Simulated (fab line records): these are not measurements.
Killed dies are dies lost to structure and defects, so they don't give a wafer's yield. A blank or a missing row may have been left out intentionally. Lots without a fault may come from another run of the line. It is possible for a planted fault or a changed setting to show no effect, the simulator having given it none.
Which tool is to blame? :: flow nandHarc :: 14 lots, 42 wafers sampled, at 4 steps of a route of 1159

== WHAT EACH GAUGE READ, for each wafer ==
No reading from a measuring or inspecting step in the record can be judged against a usual standard deviation.

== WHAT TOOL EACH LOT RAN ON (gives the tool, then ch and the chambers of the sampled wafers, and finally the start) ==
lot: L666
NHARC_A_BLC_STRIP_21: rieDiel-09 ch 0,2,3, day 18 00:53
NHARC_A_M0_DESCUM_14: rieDiel-10 ch 0,1,2, day 18 08:34
NHARC_A_M0_PVD_21: pvdSputter-02, day 18 09:43
NHARC_A_M0_DEP_32: pecvd-01 ch 0,1, day 18 11:13

lot: L668
NHARC_A_BLC_STRIP_21: rieDiel-09 ch 2,3, day 18 08:57
NHARC_A_M0_DESCUM_14: rieDiel-08 ch 0,1,3, day 18 14:16
NHARC_A_M0_PVD_21: pvdSputter-03, day 18 15:25
NHARC_A_M0_DEP_32: pecvd-04 ch 1,2, day 18 16:55

lot: L670
NHARC_A_BLC_STRIP_21: rieDiel-09 ch 0,1,2, day 18 10:08
NHARC_A_M0_DESCUM_14: rieDiel-10 ch 0,1,3, day 18 14:41
NHARC_A_M0_PVD_21: pvdSputter-01, day 18 15:51
NHARC_A_M0_DEP_32: pecvd-04 ch 0,2, day 18 17:24

lot: L671
NHARC_A_BLC_STRIP_21: rieDiel-09 ch 2,3, day 18 21:03
NHARC_A_M0_DESCUM_14: rieDiel-08 ch 1,2,3, day 19 04:05
NHARC_A_M0_PVD_21: pvdSputter-01, day 19 05:14
NHARC_A_M0_DEP_32: pecvd-03 ch 0,1, day 19 06:43

lot: L673
NHARC_A_BLC_STRIP_21: rieDiel-04 ch 1,2,3, day 18 23:05
NHARC_A_M0_DESCUM_14: rieDiel-06 ch 0,2,3, day 19 05:43
NHARC_A_M0_PVD_21: pvdSputter-01, day 19 06:50
NHARC_A_M0_DEP_32: pecvd-04 ch 0,1,2, day 19 08:19

lot: L676
NHARC_A_BLC_STRIP_21: rieDiel-04 ch 1,2,3, day 19 16:09
NHARC_A_M0_DESCUM_14: rieDiel-08 ch 0,2,3, day 19 21:04
NHARC_A_M0_PVD_21: pvdSputter-03, day 19 22:14
NHARC_A_M0_DEP_32: pecvd-01 ch 0,1, day 19 23:49

lot: L677
NHARC_A_BLC_STRIP_21: rieDiel-13 ch 0,2,3, day 20 12:38
NHARC_A_M0_DESCUM_14: rieDiel-08 ch 0,1,3, day 20 18:11
NHARC_A_M0_PVD_21: pvdSputter-03, day 20 19:19
NHARC_A_M0_DEP_32: pecvd-01 ch 1,2, day 20 20:52

lot: L680
NHARC_A_BLC_STRIP_21: rieDiel-09 ch 0,2,3, day 20 13:17
NHARC_A_M0_DESCUM_14: rieDiel-10 ch 0,1,3, day 20 18:34
NHARC_A_M0_PVD_21: pvdSputter-01, day 20 19:42
NHARC_A_M0_DEP_32: pecvd-04 ch 0,1,2, day 20 21:11

lot: L679
NHARC_A_BLC_STRIP_21: rieDiel-09 ch 0,1,2, day 20 14:36
NHARC_A_M0_DESCUM_14: rieDiel-06 ch 0,1,2, day 21 03:39
NHARC_A_M0_PVD_21: pvdSputter-01, day 21 05:16
NHARC_A_M0_DEP_32: pecvd-01 ch 0,1, day 21 06:45

lot: L681
NHARC_A_BLC_STRIP_21: rieDiel-09 ch 1,2,3, day 21 05:44
NHARC_A_M0_DESCUM_14: rieDiel-06 ch 0,1,3, day 21 12:52
NHARC_A_M0_PVD_21: pvdSputter-01, day 21 14:00
NHARC_A_M0_DEP_32: pecvd-01 ch 0,1,2, day 21 15:30

lot: L686
NHARC_A_BLC_STRIP_21: rieDiel-13 ch 0,2,3, day 21 15:06
NHARC_A_M0_DESCUM_14: rieDiel-08 ch 0,1,3, day 21 18:00
NHARC_A_M0_PVD_21: pvdSputter-01, day 21 19:09
NHARC_A_M0_DEP_32: pecvd-01 ch 0,1,2, day 21 20:38

lot: L682
NHARC_A_BLC_STRIP_21: rieDiel-09 ch 2,3, day 21 18:17
NHARC_A_M0_DESCUM_14: rieDiel-06 ch 0,2, day 21 21:13
NHARC_A_M0_PVD_21: pvdSputter-03, day 21 22:22
NHARC_A_M0_DEP_32: pecvd-01 ch 0,1, day 21 23:50

lot: L683
NHARC_A_BLC_STRIP_21: rieDiel-04 ch 0,1, day 22 06:40
NHARC_A_M0_DESCUM_14: rieDiel-10 ch 0,1,2, day 22 12:17
NHARC_A_M0_PVD_21: pvdSputter-03, day 22 13:25
NHARC_A_M0_DEP_32: pecvd-04 ch 0,1, day 22 15:00

lot: L689
NHARC_A_BLC_STRIP_21: rieDiel-09 ch 1,3, day 23 22:07
NHARC_A_M0_DESCUM_14: rieDiel-06 ch 1,2, day 24 04:19
NHARC_A_M0_PVD_21: pvdSputter-02, day 24 05:31
NHARC_A_M0_DEP_32: pecvd-03 ch 0,1,2, day 24 06:58
- NHARC_A_BLC_STRIP_21: strips in O2.
- NHARC_A_M0_DESCUM_14: chemistry O2, time 3 s.
- NHARC_A_M0_PVD_21: deposits Cu, target thk 30 nm, time 20.49 s.
- NHARC_A_M0_DEP_32: deposits SiCN, target thk 30 nm.

== WHAT THE TOOLS THEMSELVES READ (means of the sampled wafers that have a number; where no wafer has one, the mark that the record gives instead) ==
NHARC_A_BLC_STRIP_21. Usual: drypumpMotorCurrentA 5.8 A, standard deviation 0.35; oesProductAu 0.999 a.u., standard deviation 0.008; rfVppV 57.8 V, standard deviation 0.89; showerheadPlenumPTorr 3.52 Torr, standard deviation 0.12; throttleValvePct 17.036 %, standard deviation 0.0087.
lot: L666
tool: rieDiel-09
drypumpMotorCurrentA (A): 5.7
oesProductAu (a.u.): 0.997
rfVppV (V): 57.7
showerheadPlenumPTorr (Torr): 3.49
throttleValvePct (%): 17.040
flag: 

lot: L668
tool: rieDiel-09
drypumpMotorCurrentA (A): 5.9
oesProductAu (a.u.): 0.989
rfVppV (V): 57.3
showerheadPlenumPTorr (Torr): 3.57
throttleValvePct (%): 17.039
flag: 

lot: L670
tool: rieDiel-09
drypumpMotorCurrentA (A): 5.8
oesProductAu (a.u.): 0.991
rfVppV (V): 58.8
showerheadPlenumPTorr (Torr): 3.46
throttleValvePct (%): 17.045
flag: 

lot: L671
tool: rieDiel-09
drypumpMotorCurrentA (A): 5.8
oesProductAu (a.u.): 0.989
rfVppV (V): 57.9
showerheadPlenumPTorr (Torr): 3.59
throttleValvePct (%): 17.030
flag: 

lot: L673
tool: rieDiel-04
drypumpMotorCurrentA (A): 5.9
oesProductAu (a.u.): 1.009
rfVppV (V): 57.9
showerheadPlenumPTorr (Torr): 3.48
throttleValvePct (%): 17.026
flag: 

lot: L676
tool: rieDiel-04
drypumpMotorCurrentA (A): 5.8
oesProductAu (a.u.): 1.008
rfVppV (V): 58.0
showerheadPlenumPTorr (Torr): 3.48
throttleValvePct (%): 17.036
flag: 

lot: L677
tool: rieDiel-13
drypumpMotorCurrentA (A): 5.6
oesProductAu (a.u.): 1.000
rfVppV (V): 58.8
showerheadPlenumPTorr (Torr): 3.75
throttleValvePct (%): 17.035
flag: 

lot: L680
tool: rieDiel-09
drypumpMotorCurrentA (A): 5.7
oesProductAu (a.u.): 1.002
rfVppV (V): 57.9
showerheadPlenumPTorr (Torr): 3.48
throttleValvePct (%): 17.032
flag: 

lot: L679
tool: rieDiel-09
drypumpMotorCurrentA (A): 5.8
oesProductAu (a.u.): 0.997
rfVppV (V): 57.4
showerheadPlenumPTorr (Torr): 3.46
throttleValvePct (%): 17.025
flag: 

lot: L681
tool: rieDiel-09
drypumpMotorCurrentA (A): 5.9
oesProductAu (a.u.): 0.992
rfVppV (V): 58.6
showerheadPlenumPTorr (Torr): 3.56
throttleValvePct (%): 17.041
flag: 

lot: L686
tool: rieDiel-13
drypumpMotorCurrentA (A): 5.6
oesProductAu (a.u.): 1.007
rfVppV (V): 59.2
showerheadPlenumPTorr (Torr): 3.74
throttleValvePct (%): 17.032
flag: 

lot: L682
tool: rieDiel-09
drypumpMotorCurrentA (A): 5.8
oesProductAu (a.u.): 1.005
rfVppV (V): 57.9
showerheadPlenumPTorr (Torr): 3.59
throttleValvePct (%): 17.032
flag: 

lot: L683
tool: rieDiel-04
drypumpMotorCurrentA (A): 5.7
oesProductAu (a.u.): 1.006
rfVppV (V): 57.9
showerheadPlenumPTorr (Torr): 3.55
throttleValvePct (%): 17.031
flag: 

lot: L689
tool: rieDiel-09
drypumpMotorCurrentA (A): 5.8
oesProductAu (a.u.): 0.998
rfVppV (V): 57.8
showerheadPlenumPTorr (Torr): 3.58
throttleValvePct (%): 17.040
flag: 

NHARC_A_M0_DESCUM_14. Usual: drypumpMotorCurrentA 5.7 A, standard deviation 0.57; oesProductAu 1.005 a.u., standard deviation 0.0086; rfVppV 57.6 V, standard deviation 0.85; showerheadPlenumPTorr 1.90 Torr, standard deviation 0.06; throttleValvePct 11.311 %, standard deviation 0.0091.
lot: L666
tool: rieDiel-10
drypumpMotorCurrentA (A): 5.3
oesProductAu (a.u.): 0.992
rfVppV (V): 58.1
showerheadPlenumPTorr (Torr): 1.91
throttleValvePct (%): 11.311
flag: 

lot: L668
tool: rieDiel-08
drypumpMotorCurrentA (A): 5.5
oesProductAu (a.u.): 1.014
rfVppV (V): 58.0
showerheadPlenumPTorr (Torr): 1.93
throttleValvePct (%): 11.319
flag: 

lot: L670
tool: rieDiel-10
drypumpMotorCurrentA (A): 5.9
oesProductAu (a.u.): 0.996
rfVppV (V): 57.8
showerheadPlenumPTorr (Torr): 1.89
throttleValvePct (%): 11.304
flag: 

lot: L671
tool: rieDiel-08
drypumpMotorCurrentA (A): 5.7
oesProductAu (a.u.): 1.002
rfVppV (V): 57.5
showerheadPlenumPTorr (Torr): 1.93
throttleValvePct (%): 11.308
flag: 

lot: L673
tool: rieDiel-06
drypumpMotorCurrentA (A): 6.3
oesProductAu (a.u.): 1.011
rfVppV (V): 57.8
showerheadPlenumPTorr (Torr): 1.89
throttleValvePct (%): 11.303
flag: 

lot: L676
tool: rieDiel-08
drypumpMotorCurrentA (A): 5.7
oesProductAu (a.u.): 1.013
rfVppV (V): 58.0
showerheadPlenumPTorr (Torr): 1.87
throttleValvePct (%): 11.323
flag: 

lot: L677
tool: rieDiel-08
drypumpMotorCurrentA (A): 5.5
oesProductAu (a.u.): 1.006
rfVppV (V): 56.9
showerheadPlenumPTorr (Torr): 1.93
throttleValvePct (%): 11.308
flag: 

lot: L680
tool: rieDiel-10
drypumpMotorCurrentA (A): 5.9
oesProductAu (a.u.): 0.989
rfVppV (V): 58.1
showerheadPlenumPTorr (Torr): 1.89
throttleValvePct (%): 11.312
flag: 

lot: L679
tool: rieDiel-06
drypumpMotorCurrentA (A): 5.6
oesProductAu (a.u.): 1.004
rfVppV (V): 57.9
showerheadPlenumPTorr (Torr): 1.92
throttleValvePct (%): 11.313
flag: 

lot: L681
tool: rieDiel-06
drypumpMotorCurrentA (A): 6.0
oesProductAu (a.u.): 1.013
rfVppV (V): 57.9
showerheadPlenumPTorr (Torr): 1.92
throttleValvePct (%): 11.312
flag: 

lot: L686
tool: rieDiel-08
drypumpMotorCurrentA (A): 5.5
oesProductAu (a.u.): 1.010
rfVppV (V): 57.8
showerheadPlenumPTorr (Torr): 1.93
throttleValvePct (%): 11.317
flag: 

lot: L682
tool: rieDiel-06
drypumpMotorCurrentA (A): 6.0
oesProductAu (a.u.): 1.007
rfVppV (V): 57.6
showerheadPlenumPTorr (Torr): 1.88
throttleValvePct (%): 11.308
flag: 

lot: L683
tool: rieDiel-10
drypumpMotorCurrentA (A): 5.3
oesProductAu (a.u.): 0.992
rfVppV (V): 57.7
showerheadPlenumPTorr (Torr): 1.90
throttleValvePct (%): 11.317
flag: 

lot: L689
tool: rieDiel-06
drypumpMotorCurrentA (A): 5.1
oesProductAu (a.u.): 1.003
rfVppV (V): 57.1
showerheadPlenumPTorr (Torr): 1.91
throttleValvePct (%): 11.306
flag: 

NHARC_A_M0_PVD_21. Usual: cathodeDcPowerW 5000.0 W, standard deviation 0.93; chamberPressurePa 5.000 Pa, standard deviation 0.01; throttleValvePct 30.0 %, standard deviation 1.3.
lot: L666
tool: pvdSputter-02
cathodeDcPowerW (W): 4999.5
chamberPressurePa (Pa): 4.997
throttleValvePct (%): 29.4
flag: 

lot: L668
tool: pvdSputter-03
cathodeDcPowerW (W): 5000.7
chamberPressurePa (Pa): 5.011
throttleValvePct (%): 29.3
flag: 

lot: L670
tool: pvdSputter-01
cathodeDcPowerW (W): 5000.4
chamberPressurePa (Pa): 5.008
throttleValvePct (%): 30.5
flag: 

lot: L671
tool: pvdSputter-01
cathodeDcPowerW (W): -
chamberPressurePa (Pa): -
throttleValvePct (%): -
flag: OFF

lot: L673
tool: pvdSputter-01
cathodeDcPowerW (W): -
chamberPressurePa (Pa): -
throttleValvePct (%): -
flag: OFF

lot: L676
tool: pvdSputter-03
cathodeDcPowerW (W): 4999.9
chamberPressurePa (Pa): 5.000
throttleValvePct (%): 29.4
flag: 

lot: L677
tool: pvdSputter-03
cathodeDcPowerW (W): 5000.7
chamberPressurePa (Pa): 4.988
throttleValvePct (%): 28.8
flag: 

lot: L680
tool: pvdSputter-01
cathodeDcPowerW (W): 5000.4
chamberPressurePa (Pa): 5.004
throttleValvePct (%): 30.5
flag: 

lot: L679
tool: pvdSputter-01
cathodeDcPowerW (W): 5000.1
chamberPressurePa (Pa): 5.004
throttleValvePct (%): 30.3
flag: 

lot: L681
tool: pvdSputter-01
cathodeDcPowerW (W): 4999.6
chamberPressurePa (Pa): 5.005
throttleValvePct (%): 31.0
flag: 

lot: L686
tool: pvdSputter-01
cathodeDcPowerW (W): 5000.1
chamberPressurePa (Pa): 4.996
throttleValvePct (%): 31.3
flag: 

lot: L682
tool: pvdSputter-03
cathodeDcPowerW (W): 4999.9
chamberPressurePa (Pa): 4.996
throttleValvePct (%): 30.1
flag: 

lot: L683
tool: pvdSputter-03
cathodeDcPowerW (W): 5000.5
chamberPressurePa (Pa): 4.992
throttleValvePct (%): 28.6
flag: 

lot: L689
tool: pvdSputter-02
cathodeDcPowerW (W): 4999.6
chamberPressurePa (Pa): 5.009
throttleValvePct (%): 29.6
flag: 

NHARC_A_M0_DEP_32. Usual: heaterPowerW 555 W, standard deviation 90; rfFwdPowerW 448.9 W, standard deviation 1.3.
lot: L666
tool: pecvd-01
heaterPowerW (W): 533
rfFwdPowerW (W): 448.1
flag: 

lot: L668
tool: pecvd-04
heaterPowerW (W): 609
rfFwdPowerW (W): 447.4
flag: 

lot: L670
tool: pecvd-04
heaterPowerW (W): 676
rfFwdPowerW (W): 448.4
flag: 

lot: L671
tool: pecvd-03
heaterPowerW (W): 533
rfFwdPowerW (W): 448.2
flag: 

lot: L673
tool: pecvd-04
heaterPowerW (W): 624
rfFwdPowerW (W): 449.2
flag: 

lot: L676
tool: pecvd-01
heaterPowerW (W): 506
rfFwdPowerW (W): 449.5
flag: 

lot: L677
tool: pecvd-01
heaterPowerW (W): 507
rfFwdPowerW (W): 449.4
flag: 

lot: L680
tool: pecvd-04
heaterPowerW (W): 636
rfFwdPowerW (W): 448.1
flag: 

lot: L679
tool: pecvd-01
heaterPowerW (W): 544
rfFwdPowerW (W): 449.2
flag: 

lot: L681
tool: pecvd-01
heaterPowerW (W): 523
rfFwdPowerW (W): 448.6
flag: 

lot: L686
tool: pecvd-01
heaterPowerW (W): 491
rfFwdPowerW (W): 448.6
flag: 

lot: L682
tool: pecvd-01
heaterPowerW (W): 490
rfFwdPowerW (W): 449.3
flag: 

lot: L683
tool: pecvd-04
heaterPowerW (W): 599
rfFwdPowerW (W): 448.9
flag: 

lot: L689
tool: pecvd-03
heaterPowerW (W): 515
rfFwdPowerW (W): 447.0
flag: 

== THE ANSWER, worked out from the rows above alone ==
Rule: a lot counts as off when the mean over its wafers that have a number is more than 3 standard deviations away from the usual mean. Also off: a lot with no number at a reading for which 4 or more lots have one. Any other lot the step has rows for is counted as sound. After the gauges, taken in route order, come the tools' own readings; for these a lot's mean is taken, as printed above. The first step at which some lot is off is used, and at that step the reading that is off furthest; a lot without a number counts as furthest.
Off at NHARC_A_M0_PVD_21 (cathodeDcPowerW): L671, L673. Without a number there: L671, L673.
A tool fits if, at that step or a process step before it, it ran every lot that is off, and no sound lot after the first of them. Not one of the candidates tried fits.

== WHAT THE SIMULATOR HAD INSERTED ==
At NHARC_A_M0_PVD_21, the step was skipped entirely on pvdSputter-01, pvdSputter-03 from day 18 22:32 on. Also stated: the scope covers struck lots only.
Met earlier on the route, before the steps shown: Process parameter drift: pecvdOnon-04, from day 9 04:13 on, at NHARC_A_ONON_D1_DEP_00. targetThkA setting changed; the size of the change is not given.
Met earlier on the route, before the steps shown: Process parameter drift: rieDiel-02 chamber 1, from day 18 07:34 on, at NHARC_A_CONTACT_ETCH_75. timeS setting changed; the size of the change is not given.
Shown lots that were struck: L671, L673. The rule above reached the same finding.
